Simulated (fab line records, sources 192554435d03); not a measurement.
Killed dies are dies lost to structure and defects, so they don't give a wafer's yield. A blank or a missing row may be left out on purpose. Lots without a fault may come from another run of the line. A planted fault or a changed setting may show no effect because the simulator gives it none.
fab line records | flow n5_finfet
record lots=7 wafers=19 last_day=18
route steps=1938 shown BEOL_M2@852 BEOL_M4@1111
lots that met no fault: from a run of the same line without faults
start_h: hours from the record's first day to the start of the lot's first wafer shown | wait_h: hours since the lot's step before | " the same as in the row above | L1.1+2: a row that stands for several wafers | - no value, or no start given | * or withheld: withheld | < > ~ a bound
route shown NAME@n: a module of which the file shows steps, and the number in the route of the first | usual: mean/standard deviation of fault-free wafers | same: alike in all rows | chamber/n: place in a boat | sites: the reading at each site | _std_site: their standard deviation | _edge_site: outer sites' mean less inner sites' | radius_mm: how far each site lies from the wafer's centre | mask NAME#n: copy n | behind: the tool/chamber that last shaped the wafer | hold: why the lot was held/for how many hours/how that ended | device: the transistor (n, p or np) that didn't switch | end of line: the same wafers' tests at the end of the route | a step without rows: its recipe alone | killed: dies lost to structure and defects at the first sort, not the wafer's yield | map: a wafer's dies, x killed, . not, _ none there
set.NAME: the setting as run; set.NAME@STEP: as run at that earlier step | model.NAME: the simulator's own value behind a step, which no gauge read
lots at some steps of the route; a table a step, a row a wafer
services: from which hour (start_h, from the record's first day; less than 0 if before it) a tool's chamber was out of use, for how many hours, and why
## steps
# step N5_BEOL_M2_PEB_09
# recipe peb_temp_c=100 peb_time_s=60 resist=CAR-EUV
# step N5_BEOL_M2_DEVELOP_10
# recipe develop_time_s=30 developer=TMAH resist=CAR-EUV rinse_liquid=surfactant_rinse dry=air_spin dev_temp_c=23
# step N5_BEOL_M2_CD_MEAS_11
# recipe target_cd_nm=16.79 landing_energy_ev=500 detector=se_inlens polarity=opening
# usual cd_nm=16.79/0.23
# columns lot.wafer tool chamber start_h wait_h cd_nm
L586.1 cd_sem-02 0 153.84 - 16.45
L586.2 " 0 " " 16.82
L586.5 " 0 " " 17.12
L589.1 cd_sem-02 0 155.07 - 17.01
L589.3 " 0 " " 16.78
L589.6 " 0 " " 17.04
L590.1 cd_sem-03 0 168.33 - 17.01
L590.2 " 0 " " 16.41
L590.5 " 0 " " 16.75
L592.3 cd_sem-02 0 173.76 - 16.89
L592.4 " 0 " " 16.98
L596.2 cd_sem-02 0 207.66 - 16.87
L596.3 " 0 " " 16.46
L601.1 cd_sem-03 0 225.72 - 16.82
L601.5 " 0 " " 16.93
L601.6 " 0 " " 16.87
L608.1 cd_sem-02 0 276.32 - 16.48
L608.2 " 0 " " 16.59
L608.3 " 0 " " 16.63
# step N5_BEOL_M2_OVL_MEAS_12
# recipe points_per_wafer=522
# usual M2_OVL=-0.1/0.64
# columns lot.wafer tool chamber start_h wait_h M2_OVL[nm]
L586.1 overlay-02 0 153.87 0.0 0.0
L586.2 " 0 " " -0.5
L586.5 " 0 " " -0.7
L589.1 overlay-01 0 155.10 0.0 -0.1
L589.3 " 0 " " -0.3
L589.6 " 0 " " -1.2
L590.1 overlay-02 0 168.36 0.0 0.0
L590.2 " 0 " " -0.7
L590.5 " 0 " " 0.4
L592.3 overlay-01 0 173.80 0.0 -0.4
L592.4 " 0 " " -0.1
L596.2 overlay-01 0 207.69 0.0 -0.2
L596.3 " 0 " " -0.8
L601.1 overlay-01 0 225.75 0.0 -0.3
L601.5 " 0 " " -0.3
L601.6 " 0 " " -0.3
L608.1 overlay-01 0 276.35 0.0 0.2
L608.2 " 0 " " -0.2
L608.3 " 0 " " 0.1
# step N5_BEOL_M2_INSPECT_13
# recipe mode=adi inspect_instrument=brightfield
# usual raw_defect_count=446/120
# columns lot.wafer tool chamber start_h wait_h raw_defect_count
L586.1 defect_inspect-02 - 153.93 0.1 323
L586.2 " - " " 358
L586.5 " - " " 243
L589.1 defect_inspect-01 - 155.16 0.1 549
L589.3 " - " " 554
L589.6 " - " " 462
L590.1 defect_inspect-01 - 168.42 0.1 624
L590.2 " - " " 574
L590.5 " - " " 496
L592.3 defect_inspect-01 - 173.85 0.0 469
L592.4 " - " " 724
L596.2 defect_inspect-01 - 207.74 0.0 607
L596.3 " - " " 418
L601.1 defect_inspect-02 - 225.81 0.1 482
L601.5 " - " " 599
L601.6 " - " " 442
L608.1 defect_inspect-02 - 276.41 0.1 564
L608.2 " - " " 361
L608.3 " - " " 350
# step N5_BEOL_M2_DESCUM_16
# recipe chemistry=O2 time_s=7 source_power_w=50 bias_power_w=20 pressure_mtorr=20 rf_frequency_hz=2.712e+07 temp_c=40 resist=CAR-EUV o2_flow_sccm=225
# step N5_BEOL_M2_ETCH_74
# recipe chemistry=N2/H2 target=underlayer target_depth_a=65 mask_material=CAR-EUV time_s=5.2 ion_energy_ev=200 pressure_mtorr=30 source_w=840 bias_w=150 n2_flow_sccm=200 h2_flow_sccm=200 ends=cleared
# usual drypump_motor_current_A=5.5/0.36 etch_rf_on_time_s=5.27/0.074 h2_flow_sccm=199.9/0.53 oes_product_au=0.65/0.065 rf_vpp_V=524/3.1 showerhead_plenum_p_Torr=2.54/0.098 throttle_valve_pct=17.85/0.23
# columns lot.wafer tool chamber start_h wait_h drypump_motor_current_A etch_rf_on_time_s h2_flow_sccm oes_product_au rf_hours_counter_h rf_vpp_V showerhead_plenum_p_Torr throttle_valve_pct
L586.1 rie_diel-04 1 153.99 0.0 5.3 5.18 200.5 0.60 210 525 2.61 18.02
L586.2 " 2 " " 4.8 5.22 200.1 0.76 32 523 2.48 17.58
L586.5 " 0 " " 5.9 5.21 200.4 0.60 - 520 2.43 18.02
L589.1 rie_diel-04 3 155.23 0.0 5.6 5.35 199.3 0.59 184 520 2.42 17.83
L589.3 " 1 " " 5.3 5.21 200.1 0.61 211 525 2.61 17.96
L589.6 " 0 " " 5.9 5.27 200.9 0.59 - 519 2.43 18.03
L590.1 rie_diel-04 2 168.49 0.0 4.8 5.23 199.3 0.75 37 523 2.47 17.55
L590.2 " 0 " " 5.9 5.28 199.8 0.59 192 520 2.42 18.01
L590.5 " 2 " " 4.8 5.25 199.9 0.75 - 523 2.47 17.60
L592.3 rie_diel-05 0 173.92 0.0 4.9 5.23 199.0 0.68 79 524 2.57 17.44
L592.4 " 3 " " 5.7 5.41 199.5 0.75 15 528 2.71 17.71
L596.2 rie_diel-02 3 207.81 0.0 5.4 5.26 200.0 0.73 45 525 2.57 17.62
L596.3 " 0 " " 5.7 5.36 199.0 0.60 208 520 2.43 18.16
L601.1 rie_diel-05 1 226.57 0.0 5.5 5.33 200.4 0.61 209 521 2.42 18.07
L601.5 " 2 " " 5.9 5.24 199.6 0.59 - 528 2.63 17.91
L601.6 " 1 " " 5.5 5.33 199.9 0.61 - 521 2.42 18.06
L608.1 rie_diel-02 3 276.48 0.0 5.4 5.26 201.3 0.71 72 522 2.56 17.65
L608.2 " 0 " " 5.7 5.35 199.5 0.59 235 520 2.42 18.18
L608.3 " 2 " " 5.9 5.23 200.1 0.58 234 526 2.63 18.11
# step N5_BEOL_M2_ETCH_63
# recipe chemistry=CF4 target=SiARC target_depth_a=156 mask_material=CAR-EUV time_s=26 ion_energy_ev=80 pressure_mtorr=40 source_w=545 bias_w=36 Ar_flow_sccm=100 cf4_flow_sccm=100 ends=cleared
# usual cf4_flow_sccm=100.0/0.31 drypump_motor_current_A=5.5/0.36 etch_rf_on_time_s=26.3/0.43 oes_product_au=0.65/0.066 rf_vpp_V=184.1/1.3 showerhead_plenum_p_Torr=2.14/0.079 throttle_valve_pct=15.62/0.18
# columns lot.wafer tool chamber start_h wait_h cf4_flow_sccm drypump_motor_current_A etch_rf_on_time_s oes_product_au rf_hours_counter_h rf_vpp_V showerhead_plenum_p_Torr throttle_valve_pct
L586.1 rie_diel-04 1 154.01 0.0 100.0 5.3 26.4 0.60 210 184.7 2.21 15.85
L586.2 " 2 " " 99.9 4.8 26.8 0.74 32 183.7 2.10 15.43
L586.5 " 0 " " 100.0 5.9 26.8 0.60 - 184.2 2.05 15.80
L589.1 rie_diel-04 3 155.25 0.0 99.7 5.7 26.9 0.60 184 183.0 2.04 15.66
L589.3 " 1 " " 99.5 5.3 26.4 0.60 211 184.7 2.21 15.86
L589.6 " 0 " " 99.9 5.9 26.7 0.59 - 183.8 2.05 15.80
L590.1 rie_diel-04 2 168.51 0.0 100.2 4.8 26.3 0.75 37 184.6 2.10 15.46
L590.2 " 0 " " 99.8 5.8 26.3 0.60 192 183.1 2.05 15.82
L590.5 " 2 " " 100.0 4.8 26.0 0.76 - 182.7 2.10 15.45
L592.3 rie_diel-05 0 173.93 0.0 99.8 5.0 25.8 0.69 79 184.5 2.16 15.27
L592.4 " 3 " " 99.8 5.7 26.9 0.77 15 185.5 2.27 15.38
L596.2 rie_diel-02 3 207.83 0.0 100.0 5.4 26.0 0.75 45 184.4 2.19 15.56
L596.3 " 0 " " 100.2 5.7 26.8 0.59 208 183.5 2.04 15.69
L601.1 rie_diel-05 1 226.58 0.0 99.8 5.5 26.6 0.62 209 182.9 2.05 15.81
L601.5 " 2 " " 99.4 5.9 26.3 0.60 - 185.0 2.21 15.64
L601.6 " 1 " " 100.2 5.5 26.4 0.61 - 181.9 2.05 15.81
L608.1 rie_diel-02 3 276.49 0.0 99.9 5.4 26.2 0.72 72 183.5 2.18 15.62
L608.2 " 0 " " 100.1 5.6 26.8 0.58 235 182.8 2.03 15.72
L608.3 " 2 " " 100.2 5.9 26.0 0.59 234 185.0 2.20 15.88
# step N5_BEOL_M2_ETCH_64
# recipe chemistry=N2/H2 target=SOC target_depth_a=750 overetch_a=225 mask_material=SiARC temp_c=40 time_s=121.9 ion_energy_ev=200 pressure_mtorr=30 source_w=840 bias_w=150 n2_flow_sccm=200 h2_flow_sccm=200
# usual drypump_motor_current_A=5.5/0.36 h2_flow_sccm=200.0/0.61 oes_product_au=0.58/0.058 rf_vpp_V=523.8/3 showerhead_plenum_p_Torr=2.54/0.098 throttle_valve_pct=17.81/0.23
# columns lot.wafer tool chamber start_h wait_h drypump_motor_current_A h2_flow_sccm oes_product_au rf_hours_counter_h rf_vpp_V showerhead_plenum_p_Torr throttle_valve_pct
L586.1 rie_diel-04 1 154.04 0.0 5.3 199.5 0.54 210 525.9 2.61 17.93
L586.2 " 2 " " 4.8 199.5 0.68 32 521.6 2.48 17.54
L586.5 " 0 " " 5.9 199.8 0.54 - 521.9 2.42 17.98
L589.1 rie_diel-04 3 155.28 0.0 5.7 199.4 0.54 184 519.2 2.42 17.81
L589.3 " 1 " " 5.3 198.7 0.54 211 526.1 2.61 17.93
L589.6 " 0 " " 5.9 199.4 0.53 - 520.6 2.42 17.99
L590.1 rie_diel-04 2 168.53 0.0 4.8 198.9 0.66 37 521.4 2.47 17.56
L590.2 " 0 " " 5.9 200.8 0.54 192 520.8 2.42 17.99
L590.5 " 2 " " 4.8 200.0 0.67 - 521.2 2.47 17.56
L592.3 rie_diel-05 0 173.96 0.0 5.0 201.1 0.61 79 525.5 2.58 17.43
L592.4 " 3 " " 5.7 199.5 0.70 15 528.1 2.71 17.65
L596.2 rie_diel-02 3 207.86 0.0 5.4 199.9 0.66 45 524.6 2.57 17.59
L596.3 " 0 " " 5.7 199.6 0.54 208 519.7 2.43 18.12
L601.1 rie_diel-05 1 226.61 0.0 5.5 199.0 0.55 209 520.1 2.42 18.02
L601.5 " 2 " " 5.9 199.0 0.53 - 526.2 2.63 17.90
L601.6 " 1 " " 5.5 199.1 0.55 - 520.1 2.42 18.01
L608.1 rie_diel-02 3 276.52 0.0 5.4 199.0 0.64 72 524.6 2.56 17.63
L608.2 " 0 " " 5.7 199.6 0.53 235 519.4 2.42 18.16
L608.3 " 2 " " 5.9 199.8 0.52 234 525.5 2.63 18.06
# step N5_BEOL_M2_STRIP_65
# recipe chemistry=N2/H2 temp_c=40 n2_flow_sccm=200 h2_flow_sccm=200 rf_frequency_hz=6e+07
# step N5_BEOL_M2_STRIP_75
# recipe chemistry=N2/H2 temp_c=40 n2_flow_sccm=200 h2_flow_sccm=200 rf_frequency_hz=6e+07
# step N5_BEOL_M2_STRIP_66
# recipe chemistry=CF4 resist=SiARC power_w=300 bias_power_w=75 pressure_mtorr=50 cf4_flow_sccm=150 rf_frequency_hz=6e+07
# usual cf4_flow_sccm=150.0/0.45 drypump_motor_current_A=5.5/0.36 oes_product_au=0.76/0.075 rf_vpp_V=271.1/1.7 showerhead_plenum_p_Torr=1.80/0.066 throttle_valve_pct=13.61/0.19
# columns lot.wafer tool chamber start_h wait_h cf4_flow_sccm drypump_motor_current_A oes_product_au rf_hours_counter_h rf_vpp_V showerhead_plenum_p_Torr throttle_valve_pct
L586.1 rie_diel-04 1 154.17 0.0 150.4 5.3 0.70 210 270.9 1.84 13.82
L586.2 " 2 " " 150.1 4.8 0.88 32 272.5 1.76 13.41
L586.5 " 0 " " 149.7 5.9 0.70 - 268.8 1.72 13.80
L589.1 rie_diel-04 3 155.41 0.0 150.5 5.6 0.70 184 270.6 1.72 13.68
L589.3 " 1 " " 149.8 5.3 0.70 211 272.1 1.84 13.83
L589.6 " 0 " " 150.1 5.9 0.70 - 269.5 1.72 13.81
L590.1 rie_diel-04 2 168.67 0.0 149.7 4.8 0.88 38 270.6 1.76 13.41
L590.2 " 0 " " 150.8 5.9 0.70 192 270.2 1.72 13.81
L590.5 " 2 " " 149.5 4.8 0.88 - 270.3 1.76 13.41
L592.3 rie_diel-05 0 174.09 0.0 150.0 5.0 0.80 79 271.2 1.83 13.30
L592.4 " 3 " " 150.3 5.7 0.90 16 272.7 1.90 13.32
L596.2 rie_diel-02 3 207.99 0.0 149.6 5.4 0.87 45 273.3 1.85 13.53
L596.3 " 0 " " 149.7 5.6 0.70 208 269.3 1.70 13.65
L601.1 rie_diel-05 1 226.74 0.0 150.2 5.5 0.72 209 270.6 1.72 13.80
L601.5 " 2 " " 149.2 5.9 0.70 - 270.8 1.85 13.66
L601.6 " 1 " " 150.0 5.5 0.71 - 270.0 1.72 13.79
L608.1 rie_diel-02 3 276.65 0.0 150.4 5.4 0.83 72 273.2 1.84 13.59
L608.2 " 0 " " 149.4 5.6 0.68 235 268.7 1.70 13.71
L608.3 " 2 " " 150.1 5.9 0.68 234 271.2 1.84 13.89
# step N5_BEOL_M2_HM_OPEN_17
# recipe chemistry=Cl2/BCl3 target_depth_a=200 overetch_a=60 target=TiN mask_material=SOC ion_energy_ev=150 pressure_mtorr=10 icp_w=1000 bias_w=126 Cl2_flow_sccm=53.25 bcl3_flow_sccm=21.75 Ar_flow_sccm=25
# usual bcl3_flow_sccm=21.76/0.063 drypump_motor_current_A=5.8/0.38 oes_product_au=0.63/0.091 throttle_valve_pct=22.35/0.19
# columns lot.wafer tool chamber start_h wait_h bcl3_flow_sccm drypump_motor_current_A oes_product_au rf_hours_counter_h throttle_valve_pct model.SOC_of_BEOL_M2_COAT_61.thk_nm model.BEOL_M2.cd_offset_nm
L586.1 rie_metal-02 1 154.21 0.0 21.82 5.5 0.60 83 22.48 52.6 -0.2
L586.2 " 0 " " 21.74 6.1 0.79 6 22.02 52.2 0
L586.5 " 0 " " 21.67 6.1 0.78 - 22.03 52.2 0.2
L589.1 rie_metal-03 0 155.45 0.0 21.76 6.1 0.71 23 22.50 52 0
L589.3 " 0 " " 21.81 6.1 0.72 - 22.50 51.8 0
L589.6 " 1 " " 21.76 6.0 0.54 - 22.17 52.2 0.2
L590.1 rie_metal-03 0 168.71 0.0 21.83 6.1 0.71 23 22.50 52.4 -0.2
L590.2 " 1 " " 21.68 6.0 0.54 118 22.17 49 0.6
L590.5 " 1 " " 21.80 6.0 0.53 - 22.15 52.4 0.4
L592.3 rie_metal-03 1 174.17 0.1 21.78 6.0 0.54 - 22.18 52.6 0
L592.4 " 0 " " 21.73 6.0 0.72 - 22.49 49 0.2
L596.2 rie_metal-03 1 208.03 0.0 21.79 6.0 0.53 121 22.19 49.6 0.4
L596.3 " 1 " " 21.78 6.0 0.53 - 22.17 52.6 -0.2
L601.1 rie_metal-02 0 226.78 0.0 21.83 6.1 0.77 13 22.02 51.8 0
L601.5 " 0 " " 21.81 6.1 0.77 - 22.04 51.8 0.2
L601.6 " 1 " " 21.74 5.5 0.59 - 22.49 52 -0.4
L608.1 rie_metal-02 0 276.69 0.0 21.72 6.1 0.73 18 22.07 52.2 0.4
L608.2 " 1 " " 21.80 5.5 0.57 95 22.52 52.4 -0.4
L608.3 " 1 " " 21.77 5.5 0.57 - 22.52 52.2 -0.4
# step N5_BEOL_M2_STRIP_19
# recipe chemistry=O2 power_w=400 temp_c=40 pressure_mtorr=30 rf_frequency_hz=6e+07 bias_power_w=0 overash_fraction=0.2 o2_flow_sccm=225
# usual drypump_motor_current_A=5.5/0.35 oes_product_au=0.78/0.085 rf_vpp_V=3.6/0.5 showerhead_plenum_p_Torr=2.09/0.084 throttle_valve_pct=16.61/0.17
# columns lot.wafer tool chamber start_h wait_h drypump_motor_current_A oes_product_au rf_hours_counter_h rf_vpp_V showerhead_plenum_p_Torr throttle_valve_pct
L586.1 rie_diel-04 0 154.38 0.1 5.9 0.72 187 3.4 1.98 16.74
L586.2 " 2 " " 4.8 0.90 32 3.1 2.06 16.58
L586.5 " 0 " " 5.9 0.71 - 3.2 1.98 16.74
L589.1 rie_diel-05 1 155.63 0.1 5.5 0.75 183 3.5 1.98 16.64
L589.3 " 3 " " 5.7 0.93 9 3.1 2.21 16.37
L589.6 " 3 " " 5.7 0.93 - 4.6 2.21 16.38
L590.1 rie_diel-05 2 168.82 0.1 5.9 0.71 193 3.4 2.18 16.68
L590.2 " 3 " " 5.7 0.92 13 3.3 2.21 16.39
L590.5 " 0 " " 4.9 0.80 - 3.9 2.12 16.29
L592.3 rie_diel-02 1 174.25 0.1 4.9 0.88 29 3.9 2.15 16.43
L592.4 " 2 " " 5.9 0.72 196 3.3 2.16 16.79
L596.2 rie_diel-05 1 208.14 0.1 5.5 0.74 201 3.3 1.97 16.68
L596.3 " 2 " " 5.9 0.70 205 2.7 2.18 16.70
L601.1 rie_diel-05 2 226.94 0.1 5.9 0.70 217 2.8 2.18 16.72
L601.5 " 0 " " 4.9 0.79 - 3.7 2.11 16.32
L601.6 " 3 " " 5.7 0.88 - 4.3 2.21 16.42
L608.1 rie_diel-02 1 276.81 0.1 5.0 0.83 68 3.6 2.14 16.49
L608.2 " 0 " " 5.7 0.69 235 3.4 1.98 16.76
L608.3 " 3 " " 5.4 0.85 72 3.5 2.12 16.57
# step N5_BEOL_M4_RC_MEAS_101
# usual DIBL_N=36.9/1.7 DIBL_P=36.7/2.1 IOFF_N=0.17/0.032 IOFF_P=0.22/0.036 ION_N=674/12 ION_P=461/7 SS_N=71.7/0.6 SS_P=73.4/0.67 VT_N=249/3.1 VT_P=-250/3.2
# columns lot.wafer tool chamber start_h wait_h DIBL_N[mV/V] DIBL_P[mV/V] IOFF_N[nA/um] IOFF_P[nA/um] ION_N[uA/um] ION_P[uA/um] SS_N[mV/dec] SS_P[mV/dec] VT_N[mV] VT_P[mV]
L586.1 prober-02 0 192.00 0.0 38.1 38.8 0.19 0.24 673 457 72.0 73.6 246 -249
L586.2 " 0 " " 36.9 36.1 0.16 0.19 673 454 71.5 73.8 251 -251
L586.5 " 0 " " 39.1 38.6 0.21 0.24 684 464 71.9 73.2 246 -247
L589.1 prober-02 0 195.39 0.0 36.9 38.1 0.15 0.21 663 454 71.5 74.1 252 -251
L589.3 " 0 " " 37.6 36.7 0.16 0.18 673 453 72.1 73.2 253 -253
L589.6 " 0 " " 38.9 38.3 0.18 0.20 675 454 72.5 73.5 249 -252
L590.1 prober-02 0 197.33 0.1 38.2 39.5 0.20 0.25 685 468 72.1 73.7 247 -248
L590.2 " 0 " " 37.2 39.1 0.19 0.25 676 469 71.7 74.4 248 -249
L590.5 " 0 " " 37.9 39.8 0.20 0.25 681 462 72.0 73.5 246 -248
L592.3 prober-01 0 200.47 0.3 38.4 37.9 0.20 0.25 674 461 71.8 73.3 247 -246
L592.4 " 0 " " 38.3 38.1 0.18 0.25 676 465 71.8 73.6 248 -248
L596.2 prober-01 0 231.92 0.2 36.1 35.3 0.15 0.22 668 466 71.4 72.6 250 -246
L596.3 " 0 " " 37.7 35.6 0.18 0.23 672 462 72.1 72.9 251 -247
L601.1 prober-01 0 252.85 0.0 38.0 37.6 0.18 0.20 676 459 72.0 73.0 250 -251
L601.5 " 0 " " 35.6 34.2 0.12 0.15 653 443 71.8 72.2 254 -257
L601.6 " 0 " " 38.3 38.6 0.18 0.21 685 460 72.3 73.8 248 -252
L608.1 prober-01 0 311.87 0.0 38.3 38.6 0.16 0.23 664 460 71.9 73.7 253 -250
L608.2 " 0 " " 39.1 38.7 0.19 0.25 687 477 72.6 73.6 248 -248
L608.3 " 0 " " 38.0 37.7 0.15 0.22 659 457 71.8 73.3 252 -251
## services
# columns tool chamber start_h hours kind
rie_diel-04 3 144.48 1.3 repair
rie_diel-04 1 165.57 6.6 repair
rie_diel-02 1 169.13 2.1 repair
rie_diel-04 - 212.45 14.6 pm
rie_diel-05 0 213.96 11.5 repair
rie_diel-05 - 227.23 15.6 pm
rie_metal-03 1 243.22 - clean
rie_metal-03 1 243.22 25.3 scheduled_down
rie_metal-03 1 243.22 25.3 vent_cycle
rie_metal-03 - 245.41 2.8 pm
rie_diel-05 1 253.43 2.5 repair
rie_diel-02 - 273.16 0.6 repair
## key
first_sign none at tools or gauges
model_effect step=N5_BEOL_M2_HM_OPEN_17 value=SOC_of_BEOL_M2_COAT_61.thk_nm without=52.6 struck=49.2
met_at N5_BEOL_M2_HM_OPEN_17
struck_wafers L590.2,L592.4,L596.2
onset_between 155.45 168.71
fault kind=process_parameter_drift tool=rie_metal-03 chamber=- onset_h=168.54 steps=N5_BEOL_M2_HM_OPEN_17 channel=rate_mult offset=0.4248 shape=step end_h=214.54 scope=struck_wafers_only
